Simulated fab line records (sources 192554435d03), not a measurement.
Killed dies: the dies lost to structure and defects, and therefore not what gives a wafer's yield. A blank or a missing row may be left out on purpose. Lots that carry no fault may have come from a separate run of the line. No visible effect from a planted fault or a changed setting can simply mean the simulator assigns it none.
fab line records	flow n5Finfet
record lots=7	wafers=21
route steps=1938 shown BEOL_M2@873 BEOL_M3@938 BEOL_M4@1070 BEOL_M5@1112 BEOL_M7@1269
startH: start of the lot's first displayed wafer, in hours after the record's first day	waitH: how many hours have passed since the lot's step before this one	" repeats the value in the row above	L1.1+2: a single row standing in for several wafers	- either no value or no given start	* or withheld: withheld	< > ~ a bound
route shown NAME@n: a module of which the file shows steps, and the number in the route of the first	usual: average and standard deviation across the fault-free wafers	same: alike in all rows	chamber/n: place in a boat	sites: each site's reading	_std_site: their standard deviation	_edge_site: the outer-site mean with the inner-site mean subtracted	radiusMm: for every site, how far away it sits from the centre of the wafer	mask NAME#n: copy n	behind: the last tool/chamber to shape the wafer	hold: reason for holding the lot/hours on hold/outcome of the hold	device: which transistor (n, p or np) failed to switch	end of line: the route-end tests of the same wafers	a step with no rows: only its recipe	killed: not the wafer's yield, but the dies lost to structure and defects at the first sort	map: a wafer's dies, marking killed ones x, the rest . and places with no die _
set.NAME: the setting that was run; set.NAME@STEP: the one run at that earlier step	model.NAME: the simulator's own value behind a step, which no gauge read
lots where settings were altered on purpose, with a table for each step and a row for each wafer
## steps
# step N5_BEOL_M2_EXPOSE_25
# recipe maskId=V1	na=0.33	sourceShape=quasar	sigmaInner=0.2	sigmaOuter=0.8	polarization=unpolarized	defocusNm=5	doseMj=63
lot.wafer	tool	chamber	startH	waitH	mask	set.doseMj
L077.3+5	euvScanner-01	0	155.30	-	V1#0	63
L077.4	"	0	"	"	V1#0	64.97
L079.3+5+6	euvScanner-01	0	160.90	-	V1#0	63
L082.4+5+6	euvScanner-02	0	184.02	-	V1#0	63
L091.3+5	euvScanner-01	0	230.87	-	V1#0	63
L091.4	"	0	"	"	V1#0	64.2
L093.1+2+4	euvScanner-01	0	252.90	-	V1#0	63
L095.2+5+6	euvScanner-01	0	262.02	-	V1#0	63
L094.2	euvScanner-01	0	262.24	-	V1#0	63
L094.4+6	"	0	"	"	V1#0	65.21
# step N5_BEOL_M2_PEB_26
# recipe pebTempC=100	pebTimeS=60	resist=CAR-EUV
# step N5_BEOL_M2_DEVELOP_27
# recipe developTimeS=30	developer=TMAH	resist=CAR-EUV	rinseLiquid=surfactantRinse	dry=airSpin	devTempC=23
# step N5_BEOL_M2_ALD_98
# recipe material=SiO2	targetThkA=25	tempC=100	aldPrecursorFamily=BDEAS	aldCoReactant=O2-plasma	pulseTimeS=1	coReactantPulseTimeS=1	purgeTimeS=2	coReactantPurgeTimeS=2	aldCycles=17	pressureTorr=2
# step N5_BEOL_M2_ETCHBACK_99
# recipe chemistry=CHF3	target=SiO2	targetDepthA=50	timeS=10.4	sourceW=215	biasW=47	Ar_flow_sccm=200	CHF3_flow_sccm=12	ionEnergyEv=100	pressureMtorr=30
# step N5_BEOL_M2_ETCH_70
# recipe chemistry=N2/H2	target=SOC	targetDepthA=800	overetchA=240	maskMaterial=SiARC	tempC=40	timeS=130	ionEnergyEv=200	pressureMtorr=30	sourceW=840	biasW=150	n2FlowSccm=200	h2FlowSccm=200
lot.wafer	tool	chamber	startH	waitH	set.spinRpm@BEOL_M2_COAT_67	model.etch.depthNm
L077.3	rieDiel-06	0	159.08	0.0	1500	60.06
L077.4	"	2	"	"	1500	59.93
L077.5	"	0	"	"	1500	59.79
L079.3	rieDiel-02	0	163.34	0.0	1500	60.03
L079.5	"	1	"	"	1500	60.2
L079.6	"	0	"	"	1656	57.27
L082.4	rieDiel-05	3	194.22	0.0	1500	60.19
L082.5	"	1	"	"	1500	60.12
L082.6	"	2	"	"	1500	60.17
L091.3	rieDiel-02	0	247.73	0.0	1500	59.83
L091.4	"	2	"	"	1500	59.68
L091.5	"	1	"	"	1500	59.98
L093.1	rieDiel-06	0	253.46	0.0	1500	60.12
L093.2	"	3	"	"	1500	60.13
L093.4	"	3	"	"	1500	60.15
L095.2	rieDiel-06	3	262.66	0.0	1500	60.17
L095.5	"	3	"	"	1386	62.57
L095.6	"	0	"	"	1500	60.23
L094.2	rieDiel-05	0	263.01	0.0	1500	60.26
L094.4	"	2	"	"	1500	60.17
L094.6	"	0	"	"	1500	60.13
# step N5_BEOL_M2_STRIP_71
# recipe chemistry=N2/H2	tempC=40	n2FlowSccm=200	h2FlowSccm=200	rfFrequencyHz=6e+07
# step N5_BEOL_M2_STRIP_78
# recipe chemistry=N2/H2	tempC=40	n2FlowSccm=200	h2FlowSccm=200	rfFrequencyHz=6e+07
# step N5_BEOL_M2_VIA_ETCH_34
# recipe chemistry=C4F6/O2	targetDepthA=694	maskMaterial=SOC	pressureMtorr=15	ionEnergyEv=250	taperDeg=4	timeS=65.9	sourceW=350	biasW=170	Ar_flow_sccm=300	C4F6_flow_sccm=10	O2_flow_sccm=10
lot.wafer	tool	chamber	startH	waitH	set.spinRpm@BEOL_M2_COAT_67	model.SOC_of_BEOL_M2_COAT_67.thkNm
L077.3	rieDiel-06	0	159.18	0.0	1500	51.8
L077.4	"	2	"	"	1500	51.6
L077.5	"	0	"	"	1500	51.4
L079.3+5	rieDiel-02	0,1	163.44	0.0	1500	52.2
L079.6	"	0	"	"	1656	49.4
L082.4+6	rieDiel-05	3,2	194.32	0.0	1500	52.2
L082.5	"	1	"	"	1500	52
L091.3	rieDiel-02	0	247.84	0.0	1500	52
L091.4	"	2	"	"	1500	51.6
L091.5	"	1	"	"	1500	52.2
L093.1	rieDiel-06	0	253.57	0.0	1500	52
L093.2+4	"	3	"	"	1500	52.2
L095.2	rieDiel-06	3	262.77	0.0	1500	52
L095.5	"	3	"	"	1386	54.6
L095.6	"	0	"	"	1500	51.8
L094.2	rieDiel-05	0	263.11	0.0	1500	52.2
L094.4+6	"	2,0	"	"	1500	52
# step N5_BEOL_M3_COAT_05
# recipe resist=CAR-EUV	spinRpm=1500	resistThkNm=30
lot.wafer	tool	chamber	startH	waitH	set.spinRpm	model.CAR-EUV_of_BEOL_M3_COAT_05.thkNm
L077.3+4+5	lithoTrack-03	0	-	-	1500	30.2
L079.3+6	lithoTrack-05	0	-	-	1588	29.2
L079.5	"	0	"	"	1500	30.2
L082.4+5+6	lithoTrack-02	0	-	-	1500	30
L091.3+5	lithoTrack-02	0	-	-	1500	30
L091.4	"	0	"	"	1342	31.8
L093.1+2	lithoTrack-05	0	-	-	1589	29.2
L093.4	"	0	"	"	1500	30
L095.2	lithoTrack-03	0	-	-	1500	30.2
L095.5+6	"	0	"	"	1368	31.6
L094.2	lithoTrack-02	0	-	-	1500	30
L094.4+6	"	0	"	"	1437	30.6
# step N5_BEOL_M3_EBR_07
# recipe solvent=PGMEA	ebrWidthMm=1.5
# step N5_BEOL_M3_SOFTBAKE_06
# recipe tempC=110	timeS=60	resist=CAR-EUV
# step N5_BEOL_M3_DESCUM_16
# recipe chemistry=O2	timeS=7	sourcePowerW=50	biasPowerW=20	pressureMtorr=20	rfFrequencyHz=2.712e+07	tempC=40	resist=CAR-EUV	o2FlowSccm=225
lot.wafer	tool	chamber	startH	waitH	set.spinRpm@BEOL_M3_COAT_05	model.CAR-EUV_of_BEOL_M3_COAT_05.thkNm
L077.3	rieDiel-01	1	164.86	0.0	1500	26.2
L077.4+5	"	3,1	"	"	1500	26.4
L079.3	rieDiel-04	2	171.84	0.3	1588	25.4
L079.5	"	1	"	"	1500	26.2
L079.6	"	2	"	"	1588	25.2
L082.4+5	rieDiel-03	3,1	201.24	0.2	1500	26.2
L082.6	"	0	"	"	1500	26
L091.3+5	rieDiel-03	3,2	253.25	0.6	1500	26.2
L091.4	"	0	"	"	1342	27.8
L093.1	rieDiel-04	3	258.63	0.0	1589	25.2
L093.2	"	0	"	"	1589	25.4
L093.4	"	0	"	"	1500	26.2
L095.2	rieDiel-01	0	268.22	0.0	1500	26.2
L095.5+6	"	3,2	"	"	1368	27.6
L094.2	rieDiel-03	1	268.27	0.0	1500	26.2
L094.4+6	"	0	"	"	1437	26.8
# step N5_BEOL_M3_TRENCH_ETCH_37
# recipe chemistry=C4F6/O2	targetDepthA=555.55	target=SiOC	timeS=29.2	ionEnergyEv=250	pressureMtorr=30	sourceW=355	biasW=185	Ar_flow_sccm=300	C4F6_flow_sccm=10	O2_flow_sccm=10
lot.wafer	tool	chamber	startH	waitH	set.timeS	model.BEOL_M3.featureDepthNm	model.etch.depthNm
L077.3	rieDiel-01	1	-	-	27.04	51.8	51.83
L077.4	"	1	"	"	27.04	51.8	51.86
L077.5	"	0	"	"	29.2	56	56.02
L079.3	rieDiel-03	2	-	-	25.28	48.2	48.28
L079.5	"	2	"	"	25.28	48.2	48.11
L079.6	"	1	"	"	29.2	55.6	55.5
L082.4	rieDiel-01	3	-	-	29.2	56.8	56.81
L082.5	"	0	"	"	29.2	55.6	55.69
L082.6	"	1	"	"	29.2	56	55.97
L091.3	rieDiel-01	0	-	-	29.2	55.2	55.28
L091.4	"	3	"	"	29.2	57.2	57.17
L091.5	"	1	"	"	29.2	55.6	55.6
L093.1	rieDiel-04	3	-	-	29.2	54.4	54.38
L093.2	"	1	"	"	29.2	55	54.96
L093.4	"	3	"	"	29.2	54.8	54.8
L095.2	rieDiel-03	1	-	-	25	47	47.05
L095.5	"	1	"	"	29.2	55	55.05
L095.6	"	2	"	"	25	47	46.98
L094.2	rieDiel-04	1	-	-	27.14	50.6	50.54
L094.4	"	3	"	"	27.14	50.2	50.26
L094.6	"	3	"	"	29.2	53.6	53.57
# step N5_BEOL_M3_ETCH_41
# recipe chemistry=CH3F/O2	target=SiCN	targetDepthA=299	taperDeg=2	timeS=52.5	ionEnergyEv=120	maskMaterial=TiN	pressureMtorr=30	sourceW=395	biasW=75	Ar_flow_sccm=150	CH3F_flow_sccm=30	O2_flow_sccm=20
lot.wafer	tool	chamber	startH	waitH	set.targetDepthA	model.etch.depthNm
L077.3	rieDiel-01	1	-	-	299	20.06
L077.4	"	1	"	"	299	19.93
L077.5	"	0	"	"	275	18.49
L079.3	rieDiel-03	2	-	-	274	18.51
L079.5	"	2	"	"	299	20.22
L079.6	"	1	"	"	274	18.5
L082.4	rieDiel-01	3	-	-	299	20.6
L082.5	"	0	"	"	299	19.91
L082.6	"	1	"	"	299	20.02
L091.3	rieDiel-01	0	-	-	334.4	22.37
L091.4	"	3	"	"	334.4	23.1
L091.5	"	1	"	"	299	20.09
L093.1	rieDiel-04	3	-	-	324.8	21.22
L093.2	"	1	"	"	299	19.84
L093.4	"	3	"	"	299	19.63
L095.2	rieDiel-03	1	-	-	320	21.39
L095.5	"	1	"	"	320	21.62
L095.6	"	2	"	"	320	21.35
L094.2	rieDiel-04	1	-	-	299	19.68
L094.4	"	3	"	"	319.2	20.74
L094.6	"	3	"	"	299	19.54
# step N5_BEOL_M3_STRIP_97
# recipe chemistry=N2/H2	timeS=10	powerW=450	tempC=40	pressureMtorr=20	rfFrequencyHz=6e+07	biasPowerW=7	n2FlowSccm=200	h2FlowSccm=200
# step N5_BEOL_M3_OCD_MEAS_38
# usual trenchDepthNm=55.7/0.97
lot.wafer	tool	chamber	startH	waitH	set.timeS@BEOL_M3_TRENCH_ETCH_37	trenchDepthNm
L077.3	ocd-01	-	167.39	-	27.04	51.9
L077.4	"	-	"	"	27.04	51.6
L077.5	"	-	"	"	29.2	55.6
L079.3	ocd-02	-	174.20	-	25.28	48.3
L079.5	"	-	"	"	25.28	47.9
L079.6	"	-	"	"	29.2	55.4
L082.4	ocd-02	-	208.30	-	29.2	56.7
L082.5	"	-	"	"	29.2	55.7
L082.6	"	-	"	"	29.2	56.3
L091.3	ocd-01	-	255.77	-	29.2	55.2
L091.4	"	-	"	"	29.2	57.6
L091.5	"	-	"	"	29.2	55.7
L093.1	ocd-02	-	260.57	-	29.2	54.4
L093.2	"	-	"	"	29.2	55.7
L093.4	"	-	"	"	29.2	54.5
L095.2	ocd-02	-	272.08	-	25	46.9
L095.5	"	-	"	"	29.2	55.1
L095.6	"	-	"	"	25	46.9
L094.2	ocd-01	-	281.16	-	27.14	50.5
L094.4	"	-	"	"	27.14	49.9
L094.6	"	-	"	"	29.2	53.2
# step N5_BEOL_M4_TRENCH_ETCH_37
# recipe chemistry=C4F6/O2	targetDepthA=555.55	target=SiOC	timeS=29.2	ionEnergyEv=250	pressureMtorr=30	sourceW=355	biasW=185	Ar_flow_sccm=300	C4F6_flow_sccm=10	O2_flow_sccm=10
# usual rfVppV=665/5.9
lot.wafer	tool	chamber	startH	waitH	set.biasW	rfVppV	model.BEOL_M4.featureDepthNm	model.etch.depthNm
L077.3	rieDiel-05	3	-	-	185	655	55.8	55.83
L077.4	"	0	"	"	185	661	56	55.95
L077.5	"	2	"	"	185	662	56	56.03
L079.3	rieDiel-06	0	-	-	166.6	618	53.4	53.49
L079.5	"	1	"	"	166.6	620	53.4	53.4
L079.6	"	2	"	"	185	664	56.6	56.55
L082.4	rieDiel-06	3	-	-	185	665	56	55.91
L082.5	"	2	"	"	185	663	56.6	56.69
L082.6	"	1	"	"	185	671	55.6	55.58
L091.3	rieDiel-06	0	-	-	199.8	713	58	57.93
L091.4	"	1	"	"	199.8	713	56.6	56.51
L091.5	"	0	"	"	199.8	714	57.8	57.84
L093.1	rieDiel-02	0	-	-	185	659	53.2	53.25
L093.2	"	2	"	"	185	676	54.8	54.84
L093.4	"	1	"	"	185	662	54.4	54.38
L095.2	rieDiel-06	3	-	-	185	665	55	54.9
L095.5	"	3	"	"	185	666	55.4	55.39
L095.6	"	2	"	"	217.9	753	59.2	59.15
L094.2	rieDiel-06	1	-	-	185	671	55.2	55.25
L094.4	"	3	"	"	174	635	54.2	54.15
L094.6	"	1	"	"	174	638	54	53.94
# step N5_BEOL_M4_ETCH_41
# recipe chemistry=CH3F/O2	target=SiCN	targetDepthA=299	taperDeg=2	timeS=52.5	ionEnergyEv=120	maskMaterial=TiN	pressureMtorr=30	sourceW=395	biasW=75	Ar_flow_sccm=150	CH3F_flow_sccm=30	O2_flow_sccm=20
# step N5_BEOL_M4_STRIP_97
# recipe chemistry=N2/H2	timeS=10	powerW=450	tempC=40	pressureMtorr=20	rfFrequencyHz=6e+07	biasPowerW=7	n2FlowSccm=200	h2FlowSccm=200
# step N5_BEOL_M4_OCD_MEAS_38
# usual trenchDepthNm=55.3/0.91
lot.wafer	tool	chamber	startH	waitH	set.biasW@BEOL_M4_TRENCH_ETCH_37	trenchDepthNm
L077.3	ocd-02	-	177.20	-	185	55.3
L077.4	"	-	"	"	185	55.6
L077.5	"	-	"	"	185	55.7
L079.3	ocd-01	-	190.47	-	166.6	53.2
L079.5	"	-	"	"	166.6	53.6
L079.6	"	-	"	"	185	56.5
L082.4	ocd-01	-	217.97	-	185	55.6
L082.5	"	-	"	"	185	56.5
L082.6	"	-	"	"	185	55.7
L091.3	ocd-02	-	263.84	-	199.8	58.0
L091.4	"	-	"	"	199.8	56.5
L091.5	"	-	"	"	199.8	57.9
L093.1	ocd-02	-	276.21	-	185	53.5
L093.2	"	-	"	"	185	55.6
L093.4	"	-	"	"	185	54.4
L095.2	ocd-02	-	281.63	-	185	54.4
L095.5	"	-	"	"	185	55.2
L095.6	"	-	"	"	217.9	59.8
L094.2	ocd-01	-	291.49	-	185	55.4
L094.4	"	-	"	"	174	54.8
L094.6	"	-	"	"	174	54.0
# step N5_BEOL_M5_ILD_DEP_00
# recipe material=SiCOH_lowk	targetThkA=1406.4	tempC=300	precursor=DEMS/porogen	pressureTorr=5	rfW=500	timeS=25.9
lot.wafer	tool	chamber	startH	waitH	set.timeS	model.SiCOH_lowk_of_BEOL_M5_ILD_DEP_00.thkNm
L077.3	pecvd-03	1	183.01	0.5	25.9	137
L077.4	"	2	"	"	28.2	153.6
L077.5	"	1	"	"	28.2	151.8
L079.3	pecvd-01	1	195.27	0.5	25.9	134
L079.5	"	2	"	"	25.9	136.4
L079.6	"	0	"	"	25.9	139.8
L082.4	pecvd-01	0	223.64	0.4	25.9	140.8
L082.5	"	1	"	"	25.9	142.2
L082.6	"	0	"	"	25.9	141.6
L091.3	pecvd-01	1	269.23	0.5	29.26	157.6
L091.4	"	1	"	"	25.9	141.2
L091.5	"	0	"	"	29.26	160.2
L093.1	pecvd-01	2	283.57	0.8	25.9	136.2
L093.2	"	0	"	"	25.9	138
L093.4	"	2	"	"	25.9	140.2
L095.2	pecvd-02	1	288.27	0.7	26.92	145
L095.5	"	2	"	"	26.92	145.8
L095.6	"	0	"	"	25.9	141
L094.2	pecvd-01	1	296.67	0.7	23.72	128
L094.4	"	0	"	"	25.9	140
L094.6	"	1	"	"	25.9	141.4
# step N5_BEOL_M5_CURE_79
# recipe tempC=385	timeS=240	ambient=He/Ar	material=SiCOH_lowk
lot.wafer	tool	chamber	startH	waitH	set.timeS@BEOL_M5_ILD_DEP_00	model.SiCOH_lowk_of_BEOL_M5_ILD_DEP_00.thkNm
L077.3	uvCure-03	0	183.23	0.2	25.9	118
L077.4	"	0	"	"	28.2	132.4
L077.5	"	0	"	"	28.2	130.8
L079.3	uvCure-02	1	195.49	0.2	25.9	115.2
L079.5	"	1	"	"	25.9	117.4
L079.6	"	1	"	"	25.9	120.4
L082.4	uvCure-02	0	224.19	0.5	25.9	121.2
L082.5	"	0	"	"	25.9	122.4
L082.6	"	0	"	"	25.9	121.8
L091.3	uvCure-02	0	269.91	0.7	29.26	135.6
L091.4	"	0	"	"	25.9	121.6
L091.5	"	0	"	"	29.26	138
L093.1	uvCure-03	1	283.65	0.1	25.9	117.2
L093.2	"	1	"	"	25.9	118.8
L093.4	"	1	"	"	25.9	120.6
L095.2	uvCure-03	2	288.41	0.1	26.92	124.8
L095.5	"	2	"	"	26.92	125.4
L095.6	"	2	"	"	25.9	121.4
L094.2	uvCure-01	0	296.81	0.1	23.72	110
L094.4	"	0	"	"	25.9	120.4
L094.6	"	0	"	"	25.9	121.6
# step N5_BEOL_M5_THK_MEAS_01
# recipe reads=SiCOH_lowk_of_BEOL_M5_ILD_DEP_00
# usual M5_ILD_THK=120.7/1.5
lot.wafer	tool	chamber	startH	waitH	set.timeS@BEOL_M5_ILD_DEP_00	M5_ILD_THK[nm]
L077.3	filmMetro-02	-	183.58	0.3	25.9	117.8
L077.4	"	-	"	"	28.2	132.3
L077.5	"	-	"	"	28.2	130.6
L079.3	filmMetro-02	-	195.85	0.3	25.9	115.2
L079.5	"	-	"	"	25.9	117.3
L079.6	"	-	"	"	25.9	120.4
L082.4	filmMetro-01	-	224.70	0.4	25.9	121.2
L082.5	"	-	"	"	25.9	122.4
L082.6	"	-	"	"	25.9	121.9
L091.3	filmMetro-01	-	270.26	0.3	29.26	135.7
L091.4	"	-	"	"	25.9	121.6
L091.5	"	-	"	"	29.26	138.1
L093.1	filmMetro-01	-	284.17	0.4	25.9	117.2
L093.2	"	-	"	"	25.9	118.8
L093.4	"	-	"	"	25.9	120.6
L095.2	filmMetro-02	-	288.85	0.4	26.92	124.8
L095.5	"	-	"	"	26.92	125.4
L095.6	"	-	"	"	25.9	121.4
L094.2	filmMetro-01	-	297.24	0.4	23.72	110.0
L094.4	"	-	"	"	25.9	120.4
L094.6	"	-	"	"	25.9	121.6
# step N5_BEOL_M5_COAT_05
# recipe resist=CAR-EUV	spinRpm=1500	resistThkNm=30
lot.wafer	tool	chamber	startH	waitH	set.spinRpm	model.CAR-EUV_of_BEOL_M5_COAT_05.thkNm
L077.3+4+5	lithoTrack-02	0	-	-	1500	30
L079.3+5+6	lithoTrack-04	0	-	-	1500	30.2
L082.4+6	lithoTrack-03	0	-	-	1500	30
L082.5	"	0	"	"	1500	29.8
L091.3+4	lithoTrack-04	0	-	-	1500	30
L091.5	"	0	"	"	1583	29.2
L093.1+2	lithoTrack-03	0	-	-	1500	30
L093.4	"	0	"	"	1349	31.6
L095.2	lithoTrack-02	0	-	-	1500	30
L095.5	"	0	"	"	1364	31.6
L095.6	"	0	"	"	1364	31.4
L094.2+4	lithoTrack-04	0	-	-	1500	30.2
L094.6	"	0	"	"	1500	30.4
# step N5_BEOL_M5_EBR_07
# recipe solvent=PGMEA	ebrWidthMm=1.5
# step N5_BEOL_M5_SOFTBAKE_06
# recipe tempC=110	timeS=60	resist=CAR-EUV
# step N5_BEOL_M5_EXPOSE_08
# recipe maskId=M5	na=0.33	sourceShape=annular	sigmaInner=0.4	sigmaOuter=0.8	polarization=unpolarized	targetCdNm=28	doseMj=35.75
# step N5_BEOL_M5_PEB_09
# recipe pebTempC=100	pebTimeS=60	resist=CAR-EUV
# step N5_BEOL_M5_DEVELOP_10
# recipe developTimeS=30	developer=TMAH	resist=CAR-EUV	rinseLiquid=surfactantRinse	dry=airSpin	devTempC=23
lot.wafer	tool	chamber	startH	waitH	set.spinRpm@BEOL_M5_COAT_05	model.CAR-EUV_of_BEOL_M5_COAT_05.thkNm
L077.3+4+5	lithoTrack-03	0	-	-	1500	29.6
L079.3	lithoTrack-04	0	-	-	1500	29.6
L079.5+6	"	0	"	"	1500	29.8
L082.4	lithoTrack-04	0	-	-	1500	29.6
L082.5+6	"	0	"	"	1500	29.4
L091.3+4	lithoTrack-04	0	-	-	1500	29.6
L091.5	"	0	"	"	1583	28.8
L093.1+2	lithoTrack-04	0	-	-	1500	29.6
L093.4	"	0	"	"	1349	31
L095.2	lithoTrack-04	0	-	-	1500	29.4
L095.5+6	"	0	"	"	1364	31
L094.2+4+6	lithoTrack-03	0	-	-	1500	29.8
# step N5_BEOL_M5_DESCUM_16
# recipe chemistry=O2	timeS=7	sourcePowerW=50	biasPowerW=20	pressureMtorr=20	rfFrequencyHz=2.712e+07	tempC=40	resist=CAR-EUV	o2FlowSccm=225
lot.wafer	tool	chamber	startH	waitH	set.spinRpm@BEOL_M5_COAT_05	model.CAR-EUV_of_BEOL_M5_COAT_05.thkNm
L077.3+4+5	rieDiel-04	0,0,1	185.78	0.0	1500	26.2
L079.3+5	rieDiel-03	2,0	199.34	0.6	1500	26.2
L079.6	"	3	"	"	1500	26.4
L082.4+5+6	rieDiel-01	1,0,3	226.80	0.8	1500	26
L091.3+4	rieDiel-04	3,0	271.27	0.0	1500	26.2
L091.5	"	3	"	"	1583	25.2
L093.1+2	rieDiel-03	1,0	285.31	0.0	1500	26
L093.4	"	0	"	"	1349	27.6
L095.2	rieDiel-03	0	290.06	0.0	1500	26
L095.5	"	0	"	"	1364	27.6
L095.6	"	2	"	"	1364	27.4
L094.2+4	rieDiel-04	2,3	298.81	0.0	1500	26.2
L094.6	"	1	"	"	1500	26.4
# step N5_BEOL_M7_COAT_60
# recipe resist=SiARC	tempC=220	timeS=60	spinRpm=1500	resistThkNm=35
lot.wafer	tool	chamber	startH	waitH	set.spinRpm	model.SiARC_of_BEOL_M7_COAT_60.thkNm
L077.3	lithoTrack-01	0	-	-	1500	35
L077.4+5	"	0	"	"	1500	35.2
L079.3+5	lithoTrack-04	0	-	-	1500	35
L079.6	"	0	"	"	1346	37
L082.4+5+6	lithoTrack-04	0	-	-	1500	35
L091.3	lithoTrack-04	0	-	-	1500	35
L091.4+5	"	0	"	"	1581	34.2
L093.1+2+4	lithoTrack-01	0	-	-	1500	35.2
L095.2	lithoTrack-01	0	-	-	1500	35
L095.5	"	0	"	"	1616	33.8
L095.6	"	0	"	"	1616	33.6
L094.2+6	lithoTrack-04	0	-	-	1621	33.6
L094.4	"	0	"	"	1500	35
## key
split step=N5_BEOL_M2_EXPOSE_25	setting=doseMj	stated=63	by=wafer
response none clear
split step=N5_BEOL_M3_COAT_05	setting=spinRpm	stated=1500	by=wafer
response step=N5_BEOL_M3_COAT_05	reading=model.CAR-EUV_of_BEOL_M3_COAT_05.thkNm	change=-0.161	per=1%	r=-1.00
response step=N5_BEOL_M3_DESCUM_16	reading=model.CAR-EUV_of_BEOL_M3_COAT_05.thkNm	change=-0.154	per=1%	r=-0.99
split step=N5_BEOL_M3_TRENCH_ETCH_37	setting=timeS	stated=29.2	by=wafer
response step=N5_BEOL_M3_TRENCH_ETCH_37	reading=model.BEOL_M3.featureDepthNm	change=+0.545	per=1%	r=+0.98
response step=N5_BEOL_M3_TRENCH_ETCH_37	reading=model.etch.depthNm	change=+0.543	per=1%	r=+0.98
response step=N5_BEOL_M3_OCD_MEAS_38	reading=trenchDepthNm	change=+0.541	per=1%	r=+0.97
split step=N5_BEOL_M3_ETCH_41	setting=targetDepthA	stated=299	by=wafer
response step=N5_BEOL_M3_ETCH_41	reading=model.etch.depthNm	change=+0.198	per=1%	r=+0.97
split step=N5_BEOL_M4_TRENCH_ETCH_37	setting=biasW	stated=185	by=wafer
response step=N5_BEOL_M4_TRENCH_ETCH_37	reading=rfVppV	change=+4.89	per=1%	r=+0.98
response step=N5_BEOL_M4_TRENCH_ETCH_37	reading=model.BEOL_M4.featureDepthNm	change=+0.243	per=1%	r=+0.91
response step=N5_BEOL_M4_TRENCH_ETCH_37	reading=model.etch.depthNm	change=+0.242	per=1%	r=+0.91
response step=N5_BEOL_M4_OCD_MEAS_38	reading=trenchDepthNm	change=+0.279	per=1%	r=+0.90
split step=N5_BEOL_M5_ILD_DEP_00	setting=timeS	stated=25.9	by=wafer
response step=N5_BEOL_M5_ILD_DEP_00	reading=model.SiCOH_lowk_of_BEOL_M5_ILD_DEP_00.thkNm	change=+1.48	per=1%	r=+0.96
response step=N5_BEOL_M5_CURE_79	reading=model.SiCOH_lowk_of_BEOL_M5_ILD_DEP_00.thkNm	change=+1.27	per=1%	r=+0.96
response step=N5_BEOL_M5_THK_MEAS_01	reading=M5_ILD_THK	change=+1.28	per=1%	r=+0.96
split step=N5_BEOL_M5_COAT_05	setting=spinRpm	stated=1500	by=wafer
response step=N5_BEOL_M5_COAT_05	reading=model.CAR-EUV_of_BEOL_M5_COAT_05.thkNm	change=-0.159	per=1%	r=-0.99
response step=N5_BEOL_M5_DEVELOP_10	reading=model.CAR-EUV_of_BEOL_M5_COAT_05.thkNm	change=-0.154	per=1%	r=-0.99
response step=N5_BEOL_M5_DESCUM_16	reading=model.CAR-EUV_of_BEOL_M5_COAT_05.thkNm	change=-0.165	per=1%	r=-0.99
split step=N5_BEOL_M7_COAT_60	setting=spinRpm	stated=1500	by=wafer
response step=N5_BEOL_M7_COAT_60	reading=model.SiARC_of_BEOL_M7_COAT_60.thkNm	change=-0.178	per=1%	r=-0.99
split outsideThisFile step=N5_BEOL_M2_COAT_67 setting=spinRpm
# split outsideThisFile: this setting was split too, and the file shows its column; the key of that split is in another file
